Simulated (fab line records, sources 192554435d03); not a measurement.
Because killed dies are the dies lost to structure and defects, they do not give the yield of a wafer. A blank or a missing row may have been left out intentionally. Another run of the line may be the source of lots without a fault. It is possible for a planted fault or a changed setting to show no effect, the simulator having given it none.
fab line records | flow n5_finfet | part 1 of 2: steps 1 to 25 of 33
[record] lots = 5 | wafers = 15 | last_day = 18
route steps=1938 shown MOL_CONTACT_COAG@621 BEOL_M0_SAQP@632
lots that met no fault: taken from a fault-free run of the same line
start_h: hours from the record's opening day to when the first of the lot's shown wafers began | wait_h: how many hours have passed since the lot's step before this one | " repeats the value in the row above | L1.1+2: a single row standing in for several wafers | - either no value or no given start | * or withheld: withheld | < > ~ a bound
route shown NAME@n: NAME is a module with steps in the file, n the number in the route of the first one | usual: the fault-free wafers' mean and standard deviation | same: alike in all rows | chamber/n: place in a boat | sites: per-site readings | _std_site: the standard deviation of these | _edge_site: outer sites' mean less inner sites' | radius_mm: how far each site lies from the wafer's centre | mask NAME#n: copy n | behind: the tool/chamber that last shaped the wafer | hold: cause of the lot's hold/its duration in hours/its outcome | device: which transistor (n, p or np) failed to switch | end of line: at the end of the route, the tests of the same wafers | a step with no rows: only its recipe | killed: dies lost to structure and defects at the first sort, not the wafer's yield | map: shows each die of a wafer: x if killed, . if not, _ if none is there
set.NAME: the setting that was run; set.NAME@STEP: the one run at that earlier step | model.NAME: the simulator's own value behind a step, which no gauge read
lots seen at some steps along the route; tables by step, rows by wafer
services: the hour from which a tool's chamber was out of use, counted from the record's first day as start_h (under 0 if before that day), plus the number of hours and why
[[steps]]
[step N5_MOL_CONTACT_COAG_SRD_139]
[recipe] dry = ipa_marangoni | time_s = 30 | temp_c = 23 | rinse_liquid = diw
lot.wafer  | tool         | chamber | start_h | wait_h
L079.1+2+5 | wet_bench-02 | 7,4,0   | 131.83  | 0.0
L084.1+3+5 | wet_bench-02 | 7,6,5   | 167.73  | 0.0
L088.2+3+5 | wet_bench-02 | 4,0,1   | 209.59  | 0.0
L094.1+4+5 | wet_bench-02 | 0,1,4   | 239.68  | 0.0
L092.1+2+3 | wet_bench-03 | 7,1,0   | 242.54  | 0.0
[step N5_MOL_CONTACT_COAG_CD_MEAS_101]
[recipe] target_cd_nm = 16
[usual] cd_nm = 16.0/0.33
lot.wafer | tool      | chamber | start_h | wait_h | cd_nm
L079.1    | cd_sem-01 | -       | 131.87  | 0.0    | 16.1
L079.2    | "         | -       | "       | "      | 15.5
L079.5    | "         | -       | "       | "      | 16.4
L084.1    | cd_sem-03 | -       | 167.79  | 0.0    | 16.5
L084.3    | "         | -       | "       | "      | 15.7
L084.5    | "         | -       | "       | "      | 15.7
L088.2    | cd_sem-02 | -       | 209.63  | 0.0    | 15.5
L088.3    | "         | -       | "       | "      | 16.2
L088.5    | "         | -       | "       | "      | 16.1
L094.1    | cd_sem-03 | -       | 239.72  | 0.0    | 16.6
L094.4    | "         | -       | "       | "      | 16.4
L094.5    | "         | -       | "       | "      | 16.2
L092.1    | cd_sem-03 | -       | 242.58  | 0.0    | 16.0
L092.2    | "         | -       | "       | "      | 15.5
L092.3    | "         | -       | "       | "      | 15.9
[step N5_MOL_CONTACT_COAG_PRE_CLEAN_121]
[recipe] gas = H2/He | time_s = * | temp_c = withheld
lot.wafer  | tool     | chamber | start_h | wait_h
L079.1+2+5 | cvd_w-02 | 1,0,1   | 131.92  | 0.0
L084.1+3+5 | cvd_w-01 | 1       | 167.83  | 0.0
L088.2+3+5 | cvd_w-01 | 0,1,1   | 209.67  | 0.0
L094.1+4+5 | cvd_w-02 | 1,1,0   | 239.77  | 0.0
L092.1+2+3 | cvd_w-02 | 1,0,0   | 242.62  | 0.0
[step N5_MOL_CONTACT_COAG_CVD_140]
[recipe] material = W | target_thk_a = 665 | mode = selective_fill | temp_c = 300 | time_s = 215
[usual] heater_power_w = 475/63
lot.wafer | tool     | chamber | start_h | wait_h | heater_power_w
L079.1    | cvd_w-02 | 1       | 132.01  | 0.1    | 573
L079.2    | "        | 0       | "       | "      | 496
L079.5    | "        | 1       | "       | "      | 591
L084.1    | cvd_w-01 | 1       | 167.92  | 0.1    | 407
L084.3    | "        | 1       | "       | "      | 396
L084.5    | "        | 1       | "       | "      | 406
L088.2    | cvd_w-01 | 0       | 209.76  | 0.1    | 460
L088.3    | "        | 1       | "       | "      | 409
L088.5    | "        | 1       | "       | "      | 402
L094.1    | cvd_w-02 | 1       | 239.86  | 0.1    | 592
L094.4    | "        | 1       | "       | "      | 582
L094.5    | "        | 0       | "       | "      | 492
L092.1    | cvd_w-02 | 1       | 242.71  | 0.1    | 574
L092.2    | "        | 0       | "       | "      | 493
L092.3    | "        | 0       | "       | "      | 489
[step N5_MOL_CONTACT_COAG_PRECLEAN_127]
[recipe] chemistry = DIW | time_s = 57.5 | temp_c = 23
lot.wafer  | tool         | chamber | start_h | wait_h
L079.1+2+5 | wet_bench-03 | 4,1,6   | 132.29  | 0.2
L084.1+3+5 | wet_bench-01 | 5,1,4   | 168.19  | 0.2
L088.2+3+5 | wet_bench-01 | 6,4,7   | 210.03  | 0.2
L094.1+4+5 | wet_bench-01 | 7,0,6   | 240.13  | 0.2
L092.1+2+3 | wet_bench-03 | 1,2,0   | 242.98  | 0.2
[step N5_MOL_CONTACT_COAG_SRD_128]
[recipe] dry_time_s = 32 | dry = n2_spin | spin_rpm = 1500
lot.wafer  | tool         | chamber | start_h | wait_h
L079.1+2+5 | wet_bench-03 | 4,1,6   | 132.31  | 0.0
L084.1+3+5 | wet_bench-01 | 5,1,4   | 168.21  | 0.0
L088.2+3+5 | wet_bench-01 | 6,4,7   | 210.05  | 0.0
L094.1+4+5 | wet_bench-01 | 7,0,6   | 240.14  | 0.0
L092.1+2+3 | wet_bench-03 | 1,2,0   | 243.00  | 0.0
[step N5_MOL_CONTACT_COAG_CMP_52]
[recipe] stop_on = SiO2 | t_overpolish_s = 1.5 | post_cmp_clean = w_dilute_nh4oh | down_force_psi = 4 | platen_rpm = 50.289 | pad_velocity_m_s = 1.0006 | target_thk_nm = 66.5
[usual] motor_current_A = 12.2/1 | overpolish_run_s = 1.500/0.0095 | time_to_endpoint_s = 13.4/2.3
lot.wafer | tool   | chamber | start_h | wait_h | motor_current_A | overpolish_run_s | time_to_endpoint_s
L079.2    | cmp-04 | 1       | 132.34  | 0.0    | 13.6            | 1.527            | 15.3
L079.1    | "      | 2       | "       | "      | 14.0            | 1.515            | 12.3
L079.5    | "      | 1       | "       | "      | 13.0            | 1.516            | 14.4
L084.1    | cmp-02 | 0       | 168.28  | 0.1    | 13.0            | 1.499            | 13.1
L084.3    | "      | 2       | "       | "      | 12.6            | 1.502            | 17.6
L084.5    | "      | 3       | "       | "      | 10.9            | 1.491            | 14.8
L088.3    | cmp-02 | 2       | 210.08  | 0.0    | 11.4            | 1.510            | 14.4
L088.2    | "      | 0       | "       | "      | 12.5            | 1.505            | 12.9
L088.5    | "      | 3       | "       | "      | 11.0            | 1.488            | 17.1
L094.1    | cmp-04 | 0       | 240.35  | 0.2    | 11.2            | 1.495            | 9.7
L094.4    | "      | 1       | "       | "      | 12.9            | 1.501            | 10.3
L094.5    | "      | 3       | "       | "      | 12.6            | 1.491            | 11.3
L092.2    | cmp-03 | 0       | 243.03  | 0.0    | 12.7            | 1.501            | 11.9
L092.1    | "      | 1       | "       | "      | 13.5            | 1.514            | 10.0
L092.3    | "      | 3       | "       | "      | 11.4            | 1.512            | 11.1
[step N5_MOL_CONTACT_COAG_THK_MEAS_53]
[recipe] reads = SiO2_of_MOL_CONTACT_COAG_PECVD_31
[usual] VIA_MOL_THK = 44.2/0.58
lot.wafer | tool          | chamber | start_h | wait_h | VIA_MOL_THK[nm]
L079.1    | film_metro-02 | -       | 132.64  | -      | 43.0
L079.2    | "             | -       | "       | "      | 43.8
L079.5    | "             | -       | "       | "      | 44.0
L084.1    | film_metro-01 | -       | 168.53  | -      | 43.9
L084.3    | "             | -       | "       | "      | 43.2
L084.5    | "             | -       | "       | "      | 43.7
L088.2    | film_metro-02 | -       | 210.38  | -      | 44.3
L088.3    | "             | -       | "       | "      | 43.6
L088.5    | "             | -       | "       | "      | 44.7
L094.1    | film_metro-02 | -       | 240.61  | -      | 43.9
L094.4    | "             | -       | "       | "      | 44.0
L094.5    | "             | -       | "       | "      | 45.3
L092.1    | film_metro-02 | -       | 243.32  | -      | 44.0
L092.2    | "             | -       | "       | "      | 44.1
L092.3    | "             | -       | "       | "      | 44.4
[step N5_MOL_CONTACT_COAG_ANNEAL_112]
[recipe] temp_c = 400 | time_s = 1800 | ambient = HPD2 | pressure_atm = 10
[usual] spike_tc_centre_C = 400.3/1 | wafer_temp_C_max = 400.93/0.27 | zone_power_upper_pct = 8.46/0.094
lot.wafer | tool         | chamber | start_h | wait_h | spike_tc_centre_C | wafer_temp_C_max | zone_power_upper_pct
L079.1    | hp_anneal-01 | 0       | 132.66  | 0.0    | 399.9             | 401.31           | 8.47
L079.2    | "            | 0       | "       | "      | 401.3             | 400.96           | 8.53
L079.5    | "            | 0       | "       | "      | 400.3             | 400.94           | 8.46
L084.1    | hp_anneal-01 | 0       | 168.56  | 0.0    | 401.3             | 401.45           | 8.50
L084.3    | "            | 0       | "       | "      | 400.2             | 400.86           | 8.60
L084.5    | "            | 0       | "       | "      | 399.3             | 401.41           | 8.55
L088.2    | hp_anneal-01 | 0       | 213.07  | 2.7    | 401.9             | 400.45           | 8.54
L088.3    | "            | 0       | "       | "      | 400.3             | 400.74           | 8.55
L088.5    | "            | 0       | "       | "      | 398.8             | 400.90           | 8.58
L094.1    | hp_anneal-01 | 0       | 241.85  | 1.2    | 400.4             | 400.70           | 8.13
L094.4    | "            | 0       | "       | "      | 400.5             | 400.76           | 8.39
L094.5    | "            | 0       | "       | "      | 399.3             | 401.14           | 8.53
L092.1    | hp_anneal-01 | 0       | 244.85  | 1.5    | 400.6             | 400.89           | 8.34
L092.2    | "            | 0       | "       | "      | 400.2             | 400.77           | 8.43
L092.3    | "            | 0       | "       | "      | 400.7             | 400.75           | 8.66
[step N5_MOL_CONTACT_COAG_INSPECT_97]
[recipe] inspect_instrument = darkfield | mode = post_anneal
[usual] raw_defect_count = 44/20
lot.wafer | tool              | chamber | start_h | wait_h | raw_defect_count
L079.1    | defect_inspect-02 | -       | 135.69  | 0.0    | 43
L079.2    | "                 | -       | "       | "      | 46
L079.5    | "                 | -       | "       | "      | 32
L084.1    | defect_inspect-02 | -       | 171.59  | 0.0    | 58
L084.3    | "                 | -       | "       | "      | 27
L084.5    | "                 | -       | "       | "      | 28
L088.2    | defect_inspect-01 | -       | 216.42  | 0.4    | 33
L088.3    | "                 | -       | "       | "      | 31
L088.5    | "                 | -       | "       | "      | 36
L094.1    | defect_inspect-02 | -       | 244.87  | 0.0    | 71
L094.4    | "                 | -       | "       | "      | 47
L094.5    | "                 | -       | "       | "      | 46
L092.1    | defect_inspect-01 | -       | 247.88  | 0.0    | 36
L092.2    | "                 | -       | "       | "      | 21
L092.3    | "                 | -       | "       | "      | 15
[step N5_BEOL_M0_SAQP_PECVD_00]
[recipe] material = SiCN | target_thk_a = 80 | temp_c = withheld | precursor = 3MS/NH3 | pressure_torr = 3 | rf_w = 202 | time_s = 14
[usual] showerhead_plenum_p_Torr = 3.667/0.015 | throttle_valve_pct = 9.2/0.48
lot.wafer | tool     | chamber | start_h | wait_h | showerhead_plenum_p_Torr | throttle_valve_pct
L079.1    | pecvd-01 | 1       | 136.02  | 0.2    | 3.670                    | 9.2
L079.2    | "        | 2       | "       | "      | 3.675                    | 8.9
L079.5    | "        | 0       | "       | "      | 3.648                    | 9.4
L084.1    | pecvd-02 | 2       | 171.92  | 0.2    | 3.664                    | 8.5
L084.3    | "        | 1       | "       | "      | 3.679                    | 8.8
L084.5    | "        | 0       | "       | "      | 3.673                    | 9.4
L088.2    | pecvd-04 | 0       | 216.73  | 0.2    | 3.639                    | 10.0
L088.3    | "        | 1       | "       | "      | 3.680                    | 9.6
L088.5    | "        | 2       | "       | "      | 3.679                    | 8.8
L094.1    | pecvd-04 | 1       | 245.20  | 0.2    | 3.681                    | 9.4
L094.4    | "        | 1       | "       | "      | 3.683                    | 9.6
L094.5    | "        | 2       | "       | "      | 3.668                    | 8.9
L092.1    | pecvd-01 | 0       | 248.21  | 0.2    | 3.645                    | 9.3
L092.2    | "        | 2       | "       | "      | 3.678                    | 8.8
L092.3    | "        | 0       | "       | "      | 3.645                    | 9.1
[step N5_BEOL_M0_SAQP_ILD_DEP_01]
[recipe] material = SiOC | target_thk_a = 454.19 | temp_c = 350 | precursor = DEMS/O2 | pressure_torr = 5 | rf_w = 500 | time_s = 8.7
[usual] heater_power_w = 518/75 | showerhead_plenum_p_Torr = 5.696/0.017 | throttle_valve_pct = 12.2/0.6
lot.wafer | tool     | chamber | start_h | wait_h | heater_power_w | showerhead_plenum_p_Torr | throttle_valve_pct
L079.1    | pecvd-01 | 1       | 136.05  | 0.0    | 559            | 5.696                    | 12.0
L079.2    | "        | 2       | "       | "      | 441            | 5.713                    | 11.8
L079.5    | "        | 0       | "       | "      | 501            | 5.660                    | 12.4
L084.1    | pecvd-02 | 2       | 171.94  | 0.0    | 425            | 5.701                    | 11.5
L084.3    | "        | 1       | "       | "      | 585            | 5.698                    | 11.9
L084.5    | "        | 0       | "       | "      | 445            | 5.712                    | 12.5
L088.2    | pecvd-04 | 0       | 216.76  | 0.0    | 622            | 5.666                    | 13.2
L088.3    | "        | 1       | "       | "      | 513            | 5.724                    | 12.3
L088.5    | "        | 2       | "       | "      | 516            | 5.692                    | 11.6
L094.1    | pecvd-04 | 1       | 245.23  | 0.0    | 548            | 5.710                    | 12.6
L094.4    | "        | 1       | "       | "      | 533            | 5.713                    | 12.4
L094.5    | "        | 2       | "       | "      | 512            | 5.700                    | 11.9
L092.1    | pecvd-01 | 0       | 248.25  | 0.0    | 548            | 5.681                    | 12.4
L092.2    | "        | 2       | "       | "      | 444            | 5.707                    | 11.9
L092.3    | "        | 0       | "       | "      | 555            | 5.679                    | 12.2
[step N5_BEOL_M0_SAQP_HM_DEP_02]
[recipe] material = TiN | target_thk_a = 120 | temp_c = 25 | chamber_pressure_pa = 0.49996
[usual] throttle_valve_pct = 30.3/1.1
lot.wafer | tool           | chamber | start_h | wait_h | throttle_valve_pct
L079.1    | pvd_sputter-01 | -       | 136.62  | 0.6    | 31.1
L079.2    | "              | -       | "       | "      | 31.3
L079.5    | "              | -       | "       | "      | 31.2
L084.1    | pvd_sputter-02 | -       | 172.27  | 0.3    | 29.5
L084.3    | "              | -       | "       | "      | 28.4
L084.5    | "              | -       | "       | "      | 28.6
L088.2    | pvd_sputter-02 | -       | 216.81  | 0.0    | 29.3
L088.3    | "              | -       | "       | "      | 29.2
L088.5    | "              | -       | "       | "      | 29.4
L094.1    | pvd_sputter-02 | -       | 246.72  | 1.5    | 28.8
L094.4    | "              | -       | "       | "      | 28.9
L094.5    | "              | -       | "       | "      | 29.4
L092.1    | pvd_sputter-01 | -       | 248.33  | 0.1    | 31.4
L092.2    | "              | -       | "       | "      | 29.9
L092.3    | "              | -       | "       | "      | 31.4
[step N5_BEOL_M0_SAQP_PECVD_03]
[recipe] material = SiCN | target_thk_a = 120 | temp_c = withheld | precursor = 3MS/NH3 | pressure_torr = 3 | rf_w = 202 | time_s = 21.1
[usual] showerhead_plenum_p_Torr = 3.668/0.013 | throttle_valve_pct = 9.2/0.46
lot.wafer | tool     | chamber | start_h | wait_h | showerhead_plenum_p_Torr | throttle_valve_pct
L079.1    | pecvd-01 | 2       | 136.74  | 0.1    | 3.665                    | 9.0
L079.2    | "        | 0       | "       | "      | 3.647                    | 9.5
L079.5    | "        | 2       | "       | "      | 3.674                    | 8.7
L084.1    | pecvd-01 | 1       | 172.39  | 0.1    | 3.669                    | 9.3
L084.3    | "        | 0       | "       | "      | 3.650                    | 9.3
L084.5    | "        | 1       | "       | "      | 3.677                    | 8.9
L088.2    | pecvd-01 | 1       | 216.93  | 0.1    | 3.681                    | 9.1
L088.3    | "        | 0       | "       | "      | 3.644                    | 9.2
L088.5    | "        | 2       | "       | "      | 3.678                    | 8.9
L094.1    | pecvd-04 | 0       | 246.84  | 0.1    | 3.644                    | 10.0
L094.4    | "        | 0       | "       | "      | 3.635                    | 10.3
L094.5    | "        | 2       | "       | "      | 3.675                    | 9.1
L092.1    | pecvd-02 | 2       | 248.45  | 0.1    | 3.667                    | 8.7
L092.2    | "        | 0       | "       | "      | 3.661                    | 9.8
L092.3    | "        | 1       | "       | "      | 3.663                    | 9.0
[step N5_BEOL_M0_SAQP_PECVD_96]
[recipe] material = a-Si | target_thk_a = 450 | temp_c = 350 | precursor = SiH4/He | pressure_torr = 3 | rf_w = 100 | time_s = 45.2
[usual] heater_power_w = 644/81 | showerhead_plenum_p_Torr = 5.68/0.052 | throttle_valve_pct = 18.4/0.89
lot.wafer | tool     | chamber | start_h | wait_h | heater_power_w | showerhead_plenum_p_Torr | throttle_valve_pct
L079.1    | pecvd-01 | 2       | 136.77  | 0.0    | 590            | 5.72                     | 17.6
L079.2    | "        | 0       | "       | "      | 645            | 5.60                     | 18.6
L079.5    | "        | 2       | "       | "      | 583            | 5.72                     | 17.7
L084.1    | pecvd-01 | 1       | 172.42  | 0.0    | 741            | 5.71                     | 18.0
L084.3    | "        | 0       | "       | "      | 699            | 5.60                     | 18.4
L084.5    | "        | 1       | "       | "      | 617            | 5.71                     | 18.3
L088.2    | pecvd-01 | 1       | 216.96  | 0.0    | 663            | 5.72                     | 18.0
L088.3    | "        | 0       | "       | "      | 711            | 5.62                     | 18.7
L088.5    | "        | 2       | "       | "      | 544            | 5.72                     | 18.1
L094.1    | pecvd-04 | 0       | 246.87  | 0.0    | 821            | 5.55                     | 20.4
L094.4    | "        | 0       | "       | "      | 826            | 5.57                     | 20.1
L094.5    | "        | 2       | "       | "      | 674            | 5.70                     | 17.7
L092.1    | pecvd-02 | 2       | 248.48  | 0.0    | 597            | 5.67                     | 17.5
L092.2    | "        | 0       | "       | "      | 557            | 5.69                     | 19.2
L092.3    | "        | 1       | "       | "      | 680            | 5.68                     | 18.3
[step N5_BEOL_M0_SAQP_PECVD_97]
[recipe] material = SiNx | target_thk_a = 230 | temp_c = 350 | precursor = SiH4/NH3/N2 | pressure_torr = 1.5 | rf_w = 300 | time_s = 19.9
[usual] heater_power_w = 581/78 | showerhead_plenum_p_Torr = 5.15/0.068 | throttle_valve_pct = 40.5/1.9
lot.wafer | tool     | chamber | start_h | wait_h | heater_power_w | showerhead_plenum_p_Torr | throttle_valve_pct
L079.1    | pecvd-01 | 2       | 136.82  | 0.0    | 466            | 5.21                     | 39.0
L079.2    | "        | 0       | "       | "      | 570            | 5.04                     | 40.9
L079.5    | "        | 2       | "       | "      | 454            | 5.21                     | 39.1
L084.1    | pecvd-01 | 1       | 172.47  | 0.0    | 619            | 5.20                     | 39.9
L084.3    | "        | 0       | "       | "      | 587            | 5.07                     | 40.8
L084.5    | "        | 1       | "       | "      | 626            | 5.20                     | 39.5
L088.2    | pecvd-01 | 1       | 217.01  | 0.0    | 628            | 5.21                     | 39.8
L088.3    | "        | 0       | "       | "      | 594            | 5.05                     | 41.0
L088.5    | "        | 2       | "       | "      | 505            | 5.21                     | 39.5
L094.1    | pecvd-04 | 0       | 246.92  | 0.0    | 723            | 4.99                     | 44.6
L094.4    | "        | 0       | "       | "      | 710            | 5.00                     | 44.6
L094.5    | "        | 2       | "       | "      | 555            | 5.19                     | 39.2
L092.1    | pecvd-02 | 2       | 248.52  | 0.0    | 455            | 5.16                     | 38.1
L092.2    | "        | 0       | "       | "      | 516            | 5.20                     | 42.6
L092.3    | "        | 1       | "       | "      | 655            | 5.16                     | 40.4
[step N5_BEOL_M0_SAQP_PECVD_04]
[recipe] material = a-Si | target_thk_a = 600 | temp_c = 350 | precursor = SiH4/He | pressure_torr = 3 | rf_w = 100 | time_s = 60.2
[usual] heater_power_w = 646/79 | showerhead_plenum_p_Torr = 5.68/0.051 | throttle_valve_pct = 18.4/0.88
lot.wafer | tool     | chamber | start_h | wait_h | heater_power_w | showerhead_plenum_p_Torr | throttle_valve_pct
L079.1    | pecvd-01 | 2       | 136.86  | 0.0    | 588            | 5.72                     | 17.7
L079.2    | "        | 0       | "       | "      | 675            | 5.62                     | 18.7
L079.5    | "        | 2       | "       | "      | 599            | 5.72                     | 17.8
L084.1    | pecvd-01 | 1       | 172.51  | 0.0    | 690            | 5.72                     | 18.1
L084.3    | "        | 0       | "       | "      | 686            | 5.61                     | 18.7
L084.5    | "        | 1       | "       | "      | 683            | 5.72                     | 18.0
L088.2    | pecvd-01 | 1       | 217.05  | 0.0    | 678            | 5.71                     | 18.5
L088.3    | "        | 0       | "       | "      | 700            | 5.61                     | 18.4
L088.5    | "        | 2       | "       | "      | 614            | 5.72                     | 18.3
L094.1    | pecvd-04 | 0       | 246.96  | 0.0    | 799            | 5.56                     | 20.4
L094.4    | "        | 0       | "       | "      | 776            | 5.56                     | 20.4
L094.5    | "        | 2       | "       | "      | 685            | 5.71                     | 17.8
L092.1    | pecvd-02 | 2       | 248.56  | 0.0    | 586            | 5.67                     | 17.2
L092.2    | "        | 0       | "       | "      | 528            | 5.71                     | 19.3
L092.3    | "        | 1       | "       | "      | 692            | 5.69                     | 18.4
[step N5_BEOL_M0_SAQP_THK_MEAS_05]
[usual] thk_nm = 59.7/0.83
lot.wafer | tool          | chamber | start_h | wait_h | thk_nm
L079.1    | film_metro-01 | -       | 136.95  | 0.1    | 59.6
L079.2    | "             | -       | "       | "      | 60.2
L079.5    | "             | -       | "       | "      | 60.7
L084.1    | film_metro-02 | -       | 172.60  | 0.1    | 59.2
L084.3    | "             | -       | "       | "      | 60.1
L084.5    | "             | -       | "       | "      | 60.1
L088.2    | film_metro-01 | -       | 217.14  | 0.1    | 58.1
L088.3    | "             | -       | "       | "      | 59.3
L088.5    | "             | -       | "       | "      | 60.1
L094.1    | film_metro-01 | -       | 247.05  | 0.1    | 60.4
L094.4    | "             | -       | "       | "      | 60.2
L094.5    | "             | -       | "       | "      | 61.0
L092.1    | film_metro-01 | -       | 248.66  | 0.1    | 57.8
L092.2    | "             | -       | "       | "      | 57.9
L092.3    | "             | -       | "       | "      | 59.9
[step N5_BEOL_M0_SAQP_HM_DEP_111]
[recipe] material = SiO2 | target_thk_a = 120 | temp_c = 400 | precursor = SiH4/N2O | pressure_torr = 0.75 | rf_w = 275 | time_s = 7.2
[usual] heater_power_w = 814/110 | showerhead_plenum_p_Torr = 8.17/0.15
lot.wafer | tool     | chamber | start_h | wait_h | heater_power_w | showerhead_plenum_p_Torr
L079.1    | pecvd-02 | 0       | 136.99  | 0.0    | 656            | 8.26
L079.2    | "        | 1       | "       | "      | 867            | 8.18
L079.5    | "        | 1       | "       | "      | 864            | 8.18
L084.1    | pecvd-02 | 2       | 172.64  | 0.0    | 709            | 8.16
L084.3    | "        | 0       | "       | "      | 623            | 8.23
L084.5    | "        | 1       | "       | "      | 762            | 8.19
L088.2    | pecvd-02 | 2       | 217.18  | 0.0    | 711            | 8.15
L088.3    | "        | 1       | "       | "      | 869            | 8.20
L088.5    | "        | 0       | "       | "      | 745            | 8.25
L094.1    | pecvd-04 | 0       | 247.09  | 0.0    | 1002           | 7.87
L094.4    | "        | 2       | "       | "      | 823            | 8.27
L094.5    | "        | 1       | "       | "      | 948            | 8.33
L092.1    | pecvd-04 | 2       | 248.69  | 0.0    | 827            | 8.25
L092.2    | "        | 0       | "       | "      | 908            | 7.89
L092.3    | "        | 1       | "       | "      | 763            | 8.33
[step N5_BEOL_M0_SAQP_COAT_81]
[recipe] resist = SOC | temp_c = 250 | time_s = 60 | spin_rpm = 1500 | resist_thk_nm = 100
[usual] dispense_pressure_kPa = 52.9/2.3
lot.wafer | tool           | chamber | start_h | wait_h | dispense_pressure_kPa
L079.1    | litho_track-03 | 0       | 137.07  | 0.1    | 51.1
L079.2    | "              | 0       | "       | "      | 51.1
L079.5    | "              | 0       | "       | "      | 51.1
L084.1    | litho_track-03 | 0       | 172.71  | 0.1    | 51.1
L084.3    | "              | 0       | "       | "      | 51.1
L084.5    | "              | 0       | "       | "      | 51.1
L088.2    | litho_track-03 | 0       | 217.26  | 0.1    | 51.1
L088.3    | "              | 0       | "       | "      | 51.1
L088.5    | "              | 0       | "       | "      | 51.1
L094.1    | litho_track-02 | 0       | 247.17  | 0.1    | 57.2
L094.4    | "              | 0       | "       | "      | 57.2
L094.5    | "              | 0       | "       | "      | 57.1
L092.1    | litho_track-05 | 0       | 248.77  | 0.1    | 54.8
L092.2    | "              | 0       | "       | "      | 54.7
L092.3    | "              | 0       | "       | "      | 54.8
[step N5_BEOL_M0_SAQP_COAT_82]
[recipe] resist = SiARC | temp_c = 220 | time_s = 60 | spin_rpm = 1500 | resist_thk_nm = 30
[usual] dispense_pressure_kPa = 52.9/2.3
lot.wafer | tool           | chamber | start_h | wait_h | dispense_pressure_kPa
L079.1    | litho_track-03 | 0       | -       | -      | 51.1
L079.2    | "              | 0       | "       | "      | 51.0
L079.5    | "              | 0       | "       | "      | 51.1
L084.1    | litho_track-03 | 0       | -       | -      | 51.1
L084.3    | "              | 0       | "       | "      | 51.1
L084.5    | "              | 0       | "       | "      | 51.1
L088.2    | litho_track-03 | 0       | -       | -      | 51.1
L088.3    | "              | 0       | "       | "      | 51.1
L088.5    | "              | 0       | "       | "      | 51.1
L094.1    | litho_track-02 | 0       | -       | -      | 57.0
L094.4    | "              | 0       | "       | "      | 57.0
L094.5    | "              | 0       | "       | "      | 57.0
L092.1    | litho_track-05 | 0       | -       | -      | 54.9
L092.2    | "              | 0       | "       | "      | 54.9
L092.3    | "              | 0       | "       | "      | 54.9
[step N5_BEOL_M0_SAQP_COAT_08]
[recipe] resist = CAR-ArF | spin_rpm = 1500 | resist_thk_nm = 90
[usual] dispense_pressure_kPa = 52.9/2.3
lot.wafer | tool           | chamber | start_h | wait_h | dispense_pressure_kPa
L079.1    | litho_track-03 | 0       | -       | -      | 50.9
L079.2    | "              | 0       | "       | "      | 50.9
L079.5    | "              | 0       | "       | "      | 51.0
L084.1    | litho_track-03 | 0       | -       | -      | 51.0
L084.3    | "              | 0       | "       | "      | 51.0
L084.5    | "              | 0       | "       | "      | 51.0
L088.2    | litho_track-03 | 0       | -       | -      | 51.0
L088.3    | "              | 0       | "       | "      | 51.0
L088.5    | "              | 0       | "       | "      | 51.0
L094.1    | litho_track-02 | 0       | -       | -      | 57.2
L094.4    | "              | 0       | "       | "      | 57.2
L094.5    | "              | 0       | "       | "      | 57.2
L092.1    | litho_track-05 | 0       | -       | -      | 54.8
L092.2    | "              | 0       | "       | "      | 54.8
L092.3    | "              | 0       | "       | "      | 54.8
[step N5_BEOL_M0_SAQP_EBR_10]
[recipe] solvent = PGMEA | ebr_width_mm = 1.5
lot.wafer  | tool           | chamber | start_h | wait_h
L079.1+2+5 | litho_track-03 | 0       | -       | -
L084.1+3+5 | litho_track-03 | 0       | -       | -
L088.2+3+5 | litho_track-03 | 0       | -       | -
L094.1+4+5 | litho_track-02 | 0       | -       | -
L092.1+2+3 | litho_track-05 | 0       | -       | -
[step N5_BEOL_M0_SAQP_SOFTBAKE_09]
[recipe] temp_c = 110 | time_s = 60 | resist = CAR-ArF
lot.wafer  | tool           | chamber | start_h | wait_h
L079.1+2+5 | litho_track-03 | 0       | -       | -
L084.1+3+5 | litho_track-03 | 0       | -       | -
L088.2+3+5 | litho_track-03 | 0       | -       | -
L094.1+4+5 | litho_track-02 | 0       | -       | -
L092.1+2+3 | litho_track-05 | 0       | -       | -
[step N5_BEOL_M0_SAQP_EXPOSE_11]
[recipe] mask_id = M0_CORE | na = 1.35 | source_shape = dipole | sigma_inner = 0.538 | sigma_outer = 0.738 | polarization = te | target_cd_nm = 42 | dose_mj = 55
[usual] exposure_dose_mJ_cm2 = 54.96/0.058
[same] sigma_inner = 0.538
lot.wafer | tool            | chamber | start_h | wait_h | mask      | exposure_dose_mJ_cm2
L079.1    | arfi_scanner-01 | 0       | 137.31  | -      | M0_CORE#0 | 54.90
L079.2    | "               | 0       | "       | "      | M0_CORE#0 | 54.85
L079.5    | "               | 0       | "       | "      | M0_CORE#0 | 54.88
L084.1    | arfi_scanner-02 | 0       | 172.83  | -      | M0_CORE#0 | 54.88
L084.3    | "               | 0       | "       | "      | M0_CORE#0 | 54.98
L084.5    | "               | 0       | "       | "      | M0_CORE#0 | 54.96
L088.2    | arfi_scanner-01 | 0       | 217.53  | -      | M0_CORE#0 | 55.08
L088.3    | "               | 0       | "       | "      | M0_CORE#0 | 55.06
L088.5    | "               | 0       | "       | "      | M0_CORE#0 | 55.04
L094.1    | arfi_scanner-03 | 0       | 247.41  | -      | M0_CORE#0 | 55.02
L094.4    | "               | 0       | "       | "      | M0_CORE#0 | 55.04
L094.5    | "               | 0       | "       | "      | M0_CORE#0 | 55.00
L092.1    | arfi_scanner-03 | 0       | 248.89  | -      | M0_CORE#0 | 54.96
L092.2    | "               | 0       | "       | "      | M0_CORE#0 | 55.02
L092.3    | "               | 0       | "       | "      | M0_CORE#0 | 54.94
